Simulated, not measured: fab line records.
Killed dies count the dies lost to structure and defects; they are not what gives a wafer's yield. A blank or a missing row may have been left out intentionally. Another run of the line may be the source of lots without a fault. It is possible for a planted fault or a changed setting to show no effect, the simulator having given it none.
8D (eight disciplines) problem report, filled in by code | flow nand harc | the parts of the form that need people (team, actions taken, sign-off) are left out

1. THE ISSUE
oes product au at NHARC_A_BONDPAD_ETCH_24 reads a mean of 1.389 a.u. on 6 wafers of 2 lots; wafers without a fault read 1.000 a.u. with a standard deviation of 0.014. Relative to the usual mean, that is a shift of +28 standard deviations.
The step: etches the open film in CF4/N2, target depth 30 nm, time 72.99 s.
The first sign was on wafer L981.1 at day 23 22:15, on rie diel-03. Wafers with a number at this step in the record: 36, from 12 lots. Rule for "out", or "out of limits": more than 4 standard deviations from the usual mean. All remaining wafers that have a number are taken as sound.

2. WHAT IT IS AND WHAT IT IS NOT
question                    | is                     | is not
which readings at this step | oes product au         | drypump motor current A, n2 flow sccm, rf vpp V, showerhead plenum p Torr, throttle valve pct
which lots                  | L981, L982             | L961, L962, L966, L968, L970, L971, L972, L973, L978, L983
which wafers of those lots  | all that have a number | -
read on which tools         | rie diel-03            | rie diel-11, rie diel-13
when                        | from day 23 22:15      | up to then (30 sound wafers)

3. THE SUSPECTS, EACH WITH WHAT RULES IT OUT
Counting: a tool stays on the suspect list if, at a process step up to the reading, it processed all lots that are out and no sound lot following the first of them.
- pecvd-02 at NHARC_A_BONDPAD_DEP_00 (deposits SiCN, target thk 250 nm): kept. It ran every lot that is out, first L981 (day 23 20:55), and no sound lot after that. Because NHARC_A_BONDPAD_DEP_00 lacks a start for some lots, the hours and order of its lots are taken from NHARC_A_BONDPAD_THK_MEAS_30.
- rie diel-03 at NHARC_A_BONDPAD_ETCH_24 (etches the open film in CF4/N2, target depth 30 nm, time 72.99 s): kept. Every lot that is out went through it, starting with L981 (day 23 22:15), and after that it ran no sound lot; the last sound lot it ran before then is L978 (day 22 14:42). Its own readings are out on those wafers: oes product au.
What counting leaves: pecvd-02 at NHARC_A_BONDPAD_DEP_00 and rie diel-03 at NHARC_A_BONDPAD_ETCH_24.

4. THE CAUSE (what the simulator had put in)
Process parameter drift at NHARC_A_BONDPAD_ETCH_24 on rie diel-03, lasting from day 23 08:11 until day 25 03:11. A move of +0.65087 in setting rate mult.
This tool is one of the 2 suspects left after counting.

5. THE CHAIN OF EFFECTS, in route order
One row per reading whose mean, taken over the struck wafers that have a number, lies over 3 standard deviations from the usual. Scope: only readings with a usual standard deviation given in the record; hours: median across lots of the time from each lot's start at the first step in this table that gives one to its start at this step; sigmas: change in usual standard deviations.
hours | step                    | reading        | usual      | on struck wafers | change | sigmas
0     | NHARC_A_BONDPAD_ETCH_24 | oes product au | 1.000 a.u. | 1.389            | +0.389 | +28
Process steps it contains:
- NHARC_A_BONDPAD_ETCH_24: etches the open film in CF4/N2, target depth 30 nm, time 72.99 s.
At these later measuring or inspecting steps, every struck wafer for which the step has a row has a number for every such reading, and none has moved that far: NHARC_END_SORT_01.

6. HOW IT WOULD HAVE BEEN CAUGHT EARLIER
14 hours passed between the start of the fault at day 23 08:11 and the first reading out of limits in this record, taken at day 23 22:15.
